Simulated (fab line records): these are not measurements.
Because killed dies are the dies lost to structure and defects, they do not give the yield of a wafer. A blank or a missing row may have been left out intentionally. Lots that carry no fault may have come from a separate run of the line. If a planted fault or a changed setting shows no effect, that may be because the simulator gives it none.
What tool caused it? + flow n5Finfet + 24 lots, 72 wafers sampled, at 4 steps of a route of 1938

## WHAT THE GAUGES READ, wafer by wafer
N5_BEOL_M8_CD_MEAS_11: the cd target is 38.5 nm. Usual: cdNm reads 38.6 nm (standard deviation 0.42).
| lot  | measured     | on       | cdNm (nm)      | flag |
|------|--------------|----------|----------------|------|
| L075 | day 9 03:28  | cdSem-03 | 38.7 38.8 38.6 |      |
| L074 | day 9 17:46  | cdSem-01 | 38.7 38.4 38.3 |      |
| L076 | day 9 18:10  | cdSem-02 | 38.1 38.6 38.6 |      |
| L077 | day 9 18:12  | cdSem-02 | 39.3 38.8 38.9 |      |
| L078 | day 10 10:06 | cdSem-02 | 39.6 39.2 39.1 |      |
| L079 | day 10 09:46 | cdSem-02 | 38.9 38.4 39.1 |      |
| L080 | day 10 16:29 | cdSem-03 | 39.0 38.0 38.5 |      |
| L081 | day 10 20:04 | cdSem-03 | 37.3 38.2 37.8 |      |
| L082 | day 10 22:54 | cdSem-03 | 38.9 38.4 38.6 |      |
| L083 | day 11 03:37 | cdSem-01 | 38.4 38.8 39.2 |      |
| L084 | day 11 19:13 | cdSem-03 | 38.5 38.6 38.9 |      |
| L085 | day 12 00:30 | cdSem-03 | 38.7 38.9 39.3 |      |
| L086 | day 12 09:40 | cdSem-01 | 38.4 37.8 38.0 |      |
| L087 | day 13 04:41 | cdSem-01 | 38.1 38.7 38.6 |      |
| L089 | day 13 07:05 | cdSem-02 | 38.1 37.8 39.2 |      |
| L088 | day 13 10:17 | cdSem-01 | 38.8 38.2 39.0 |      |
| L090 | day 13 14:54 | cdSem-02 | 39.1 38.7 39.2 |      |
| L091 | day 13 19:32 | cdSem-01 | 39.1 38.5 38.8 |      |
| L093 | day 14 03:46 | cdSem-02 | 38.5 38.6 39.3 |      |
| L094 | day 14 08:04 | cdSem-01 | 38.6 39.0 38.1 |      |
| L092 | day 14 08:21 | cdSem-02 | 38.3 38.0 38.5 |      |
| L095 | day 14 17:20 | cdSem-01 | 38.5 38.8 39.3 |      |
| L096 | day 15 00:44 | cdSem-03 | 38.8 38.9 39.1 |      |
| L097 | day 15 02:38 | cdSem-01 | 38.6 38.6 38.7 |      |

N5_BEOL_M8_INSPECT_30: inspects for defects (brightfield). Usual: rawDefectCount reads 415 (standard deviation 90).
| lot  | measured     | on               | rawDefectCount | flag |
|------|--------------|------------------|----------------|------|
| L075 | day 9 05:19  | defectInspect-02 | 465 429 403    |      |
| L074 | day 9 20:59  | defectInspect-02 | 309 498 403    |      |
| L076 | day 9 21:14  | defectInspect-02 | 505 576 523    |      |
| L077 | day 9 20:50  | defectInspect-01 | 398 411 287    |      |
| L078 | day 10 11:44 | defectInspect-01 | 307 247 328    |      |
| L079 | day 10 11:15 | defectInspect-01 | 502 421 420    |      |
| L080 | day 10 17:31 | defectInspect-02 | 651 518 574    |      |
| L081 | day 10 22:47 | defectInspect-02 | 488 436 400    |      |
| L082 | day 11 00:31 | defectInspect-01 | 507 393 349    |      |
| L083 | day 11 04:52 | defectInspect-02 | 355 349 442    |      |
| L084 | day 11 20:19 | defectInspect-01 | 404 433 518    |      |
| L085 | day 12 03:09 | defectInspect-01 | 430 377 407    |      |
| L086 | day 12 10:59 | defectInspect-01 | 366 366 359    |      |
| L087 | day 13 05:48 | defectInspect-01 | 253 315 453    |      |
| L089 | day 13 08:57 | defectInspect-02 | 449 386 471    |      |
| L088 | day 13 11:28 | defectInspect-02 | 326 355 278    |      |
| L090 | day 13 18:44 | defectInspect-02 | 487 462 331    |      |
| L091 | day 13 20:45 | defectInspect-01 | 371 415 309    |      |
| L093 | day 14 07:02 | defectInspect-01 | 414 415 370    |      |
| L094 | day 14 10:55 | defectInspect-01 | 351 264 322    |      |
| L092 | day 14 11:05 | defectInspect-01 | 345 216 397    |      |
| L095 | day 14 18:31 | defectInspect-01 | 404 403 354    |      |
| L096 | day 15 01:58 | defectInspect-02 | 460 530 522    |      |
| L097 | day 15 04:58 | defectInspect-02 | 369 374 626    |      |

N5_BEOL_M8_THK_MEAS_53: measures by xrf. Usual: for M8_THK the level is 77.5 nm and the standard deviation is 2.3.
| lot  | measured     | on           | M8_THK (nm)    | flag |
|------|--------------|--------------|----------------|------|
| L075 | day 9 08:36  | filmMetro-01 | 75.3 75.3 72.2 |      |
| L074 | day 10 00:52 | filmMetro-02 | 75.9 74.2 81.0 |      |
| L076 | day 10 01:21 | filmMetro-02 | 77.9 80.1 78.4 |      |
| L077 | day 10 00:07 | filmMetro-01 | 76.7 77.5 73.0 |      |
| L078 | day 10 14:34 | filmMetro-01 | 80.4 75.1 76.5 |      |
| L079 | day 10 14:08 | filmMetro-01 | 78.9 75.9 80.6 |      |
| L080 | day 10 21:08 | filmMetro-02 | 77.7 80.6 78.6 |      |
| L081 | day 11 02:16 | filmMetro-02 | 75.3 76.1 79.3 |      |
| L082 | day 11 03:19 | filmMetro-02 | 79.6 80.6 75.8 |      |
| L083 | day 11 07:51 | filmMetro-02 | 78.0 79.9 78.0 |      |
| L084 | day 11 23:35 | filmMetro-01 | 81.9 75.9 78.9 |      |
| L085 | day 12 06:22 | filmMetro-02 | 77.1 76.8 76.5 |      |
| L086 | day 12 14:36 | filmMetro-01 | 77.8 77.3 79.1 |      |
| L087 | day 13 08:15 | filmMetro-01 | 75.5 75.9 74.6 |      |
| L089 | day 13 12:13 | filmMetro-01 | 79.6 75.3 81.7 |      |
| L088 | day 13 14:20 | filmMetro-01 | 78.3 73.7 76.7 |      |
| L090 | day 13 22:17 | filmMetro-01 | 80.2 80.8 80.8 |      |
| L091 | day 14 00:25 | filmMetro-01 | 79.7 78.4 79.5 |      |
| L093 | day 14 09:53 | filmMetro-01 | 79.9 81.6 82.4 |      |
| L094 | day 14 14:24 | filmMetro-02 | 75.6 76.3 75.3 |      |
| L092 | day 14 14:59 | filmMetro-01 | 74.7 75.7 76.2 |      |
| L095 | day 14 21:25 | filmMetro-01 | 77.3 76.5 75.2 |      |
| L096 | day 15 06:10 | filmMetro-02 | 79.3 75.8 78.3 |      |
| L097 | day 15 09:55 | filmMetro-02 | 80.1 81.7 81.2 |      |

## WHICH TOOL RAN EACH LOT (tool, then ch and the chambers of the sampled wafers, then the start)
| lot  | N5_BEOL_M7_ETCH_62                |
|------|-----------------------------------|
| L075 | rieDiel-03 ch 0,1,3, day 8 18:20  |
| L074 | rieDiel-03 ch 0,1,2, day 9 09:21  |
| L076 | rieDiel-01 ch 0,1, day 9 11:36    |
| L077 | rieDiel-04 ch 0,1,3, day 9 12:01  |
| L078 | rieDiel-03 ch 0,2,3, day 9 23:23  |
| L079 | rieDiel-04 ch 0,2,3, day 10 01:03 |
| L080 | rieDiel-04 ch 0,3, day 10 10:31   |
| L081 | rieDiel-01 ch 1,2, day 10 14:14   |
| L082 | rieDiel-01 ch 0,1,2, day 10 14:45 |
| L083 | rieDiel-04 ch 2,3, day 10 20:13   |
| L084 | rieDiel-03 ch 2,3, day 11 10:01   |
| L085 | rieDiel-03 ch 2,3, day 11 15:53   |
| L086 | rieDiel-03 ch 1,2, day 12 00:36   |
| L087 | rieDiel-01 ch 0,1,3, day 12 21:43 |
| L089 | rieDiel-03 ch 1,2,3, day 13 01:34 |
| L088 | rieDiel-01 ch 0,3, day 13 01:47   |
| L090 | rieDiel-03 ch 0,1,2, day 13 07:16 |
| L091 | rieDiel-01 ch 0,1,2, day 13 10:07 |
| L093 | rieDiel-04 ch 1,2,3, day 13 20:13 |
| L094 | rieDiel-04 ch 1,2, day 14 00:34   |
| L092 | rieDiel-03 ch 0,1,3, day 14 00:42 |
| L095 | rieDiel-03 ch 0,1,2, day 14 08:20 |
| L096 | rieDiel-01 ch 0,2, day 14 17:19   |
| L097 | rieDiel-04 ch 0,1,2, day 14 20:04 |
- N5_BEOL_M7_ETCH_62: etches SOC in N2/H2, target depth 110 nm, overetch 22 nm, time 165 s.

## AS READ BY THE TOOLS THEMSELVES (means over the sampled wafers that have a number; for cases with no such wafer, the mark the record gives instead)
N5_BEOL_M7_ETCH_62. Usual: drypumpMotorCurrentA 5.6 A, standard deviation 0.46; h2FlowSccm 200.0 sccm, standard deviation 0.61; oesProductAu 0.68 a.u., standard deviation 0.078; rfVppV 523.1 V, standard deviation 2.5; showerheadPlenumPTorr 2.51 Torr, standard deviation 0.085; throttleValvePct 17.69 %, standard deviation 0.25.
| lot  | tool       | drypumpMotorCurrentA (A) | h2FlowSccm (sccm) | oesProductAu (a.u.) | rfVppV (V) | showerheadPlenumPTorr (Torr) | throttleValvePct (%) | flag |
|------|------------|--------------------------|-------------------|---------------------|------------|------------------------------|----------------------|------|
| L075 | rieDiel-03 | 6.0                      | 200.0             | 0.58                | 524.3      | 2.54                         | 17.98                |      |
| L074 | rieDiel-03 | 5.8                      | 199.9             | 0.65                | 524.6      | 2.57                         | 17.77                |      |
| L076 | rieDiel-01 | 5.5                      | 200.1             | 0.74                | 523.0      | 2.49                         | 17.59                |      |
| L077 | rieDiel-04 | 5.6                      | 200.0             | 0.60                | 520.9      | 2.42                         | 17.81                |      |
| L078 | rieDiel-03 | 5.6                      | 200.4             | 0.64                | 523.9      | 2.54                         | 17.73                |      |
| L079 | rieDiel-04 | 5.7                      | 200.1             | 0.63                | 523.0      | 2.50                         | 17.74                |      |
| L080 | rieDiel-04 | 5.3                      | 199.8             | 0.58                | 521.9      | 2.44                         | 17.86                |      |
| L081 | rieDiel-01 | 5.6                      | 199.9             | 0.69                | 522.0      | 2.47                         | 17.65                |      |
| L082 | rieDiel-01 | 5.3                      | 200.1             | 0.71                | 521.5      | 2.47                         | 17.62                |      |
| L083 | rieDiel-04 | 5.5                      | 199.9             | 0.63                | 522.0      | 2.46                         | 17.59                |      |
| L084 | rieDiel-03 | 5.5                      | 199.6             | 0.63                | 522.8      | 2.54                         | 17.92                |      |
| L085 | rieDiel-03 | 5.5                      | 199.8             | 0.63                | 523.4      | 2.54                         | 17.92                |      |
| L086 | rieDiel-03 | 5.9                      | 200.0             | 0.76                | 526.1      | 2.60                         | 17.79                |      |
| L087 | rieDiel-01 | 5.5                      | 200.1             | 0.69                | 524.6      | 2.54                         | 17.67                |      |
| L089 | rieDiel-03 | 5.7                      | 200.0             | 0.76                | 523.9      | 2.57                         | 17.74                |      |
| L088 | rieDiel-01 | 5.2                      | 200.3             | 0.70                | 523.1      | 2.55                         | 17.64                |      |
| L090 | rieDiel-03 | 5.8                      | 200.3             | 0.76                | 524.7      | 2.55                         | 17.58                |      |
| L091 | rieDiel-01 | 5.3                      | 199.8             | 0.69                | 521.3      | 2.46                         | 17.67                |      |
| L093 | rieDiel-04 | 5.7                      | 199.9             | 0.63                | 520.6      | 2.43                         | 17.58                |      |
| L094 | rieDiel-04 | 6.0                      | 199.7             | 0.67                | 522.8      | 2.48                         | 17.48                |      |
| L092 | rieDiel-03 | 6.0                      | 200.6             | 0.77                | 523.0      | 2.53                         | 17.65                |      |
| L095 | rieDiel-03 | 5.8                      | 200.7             | 0.74                | 523.5      | 2.55                         | 17.58                |      |
| L096 | rieDiel-01 | 5.1                      | 199.9             | 0.70                | 521.6      | 2.47                         | 17.65                |      |
| L097 | rieDiel-04 | 5.9                      | 199.2             | 0.69                | 521.5      | 2.46                         | 17.61                |      |

## THE ANSWER, worked out from the rows above alone
Rule: take the mean of a lot's wafers that have a number; if it is more than 3 standard deviations from the usual mean, the lot is off. A lot without any number at a reading at which 4 lots or more have one is off too. The other lots that the step has rows for count as sound. First the gauges in route order, then the tools' own readings, where a lot's mean is used as printed above. The first step at which some lot is off is used, and at that step the reading that is off furthest; a lot without a number counts as furthest.
No lot is off at any reading shown: from this, nothing can be told.

## WHAT THE SIMULATOR HAD INSERTED
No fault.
